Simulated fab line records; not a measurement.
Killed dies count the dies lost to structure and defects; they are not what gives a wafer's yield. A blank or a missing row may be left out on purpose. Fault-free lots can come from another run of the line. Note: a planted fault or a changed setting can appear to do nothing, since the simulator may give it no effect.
Matching of chambers ; flow n5 finfet ; N5_BEOL_M3_VIA_ETCH_34 on rie diel-05 has 4 sister chambers
The step etches the open film in C4F6/O2, target depth 69.4 nm, time 65.9 s. 14 wafers are shown with their chamber, then 7 later ones without.

WAFERS, EACH WITH ITS CHAMBER
wafer;chamber;drypump motor current A (A);showerhead plenum p Torr (Torr);rf vpp V (V)
L076.4;3;5.9;2.95;670
L076.5;1;5.3;2.92;693
L076.6;2;6.6;2.83;667
L078.1;0;6.6;2.77;680
L078.2;1;5.3;2.92;691
L078.3;2;6.6;2.83;665
L080.1;2;6.7;2.82;667
L080.4;0;6.6;2.77;679
L080.5;2;6.6;2.82;665
L082.1;2;6.6;2.82;665
L082.3;3;5.9;2.95;671
L082.4;2;6.6;2.82;668
L088.2;3;5.9;2.94;672
L088.4;0;6.6;2.77;677

SIGNATURES (averages over the wafers above)
reading;chamber 0;chamber 1;chamber 2;chamber 3;scatter within a chamber
drypump motor current A;6.600;5.300;6.617;5.900;0.0289
showerhead plenum p Torr;2.7700;2.9200;2.8233;2.9467;0.00447
rf vpp V;678.67;692.00;666.17;671.00;1.32
Rule: a wafer lies at a distance from a chamber equal to the root of the sum of squares, over the readings, of (its reading less the chamber's mean, divided by the reading's scatter). If the next closest chamber is less than 2 further off than the closest, the wafer can't be placed; otherwise it belongs to the closest. The scatter is the square root of a quotient: the sum, over the shown wafers, of each reading's squared deviation from its chamber's mean, divided by wafers minus chambers.

WAFERS WITH NO CHAMBER GIVEN
wafer;drypump motor current A (A);showerhead plenum p Torr (Torr);rf vpp V (V)
L088.6;6.6;2.77;678
L087.2;6.6;2.82;666
L087.4;5.3;2.91;692
L087.6;5.9;2.94;672
L093.2;6.6;2.76;679
L093.5;6.6;2.76;679
L093.6;5.3;2.91;692

EACH ONE'S CHAMBER
wafer;from the rows above;in truth
L088.6;0;0
L087.2;2;2
L087.4;1;1
L087.6;3;3
L093.2;0;0
L093.5;0;0
L093.6;1;1
7 of 7 placed correctly. Left unplaced by these rows: 0. 0 placed wrongly.
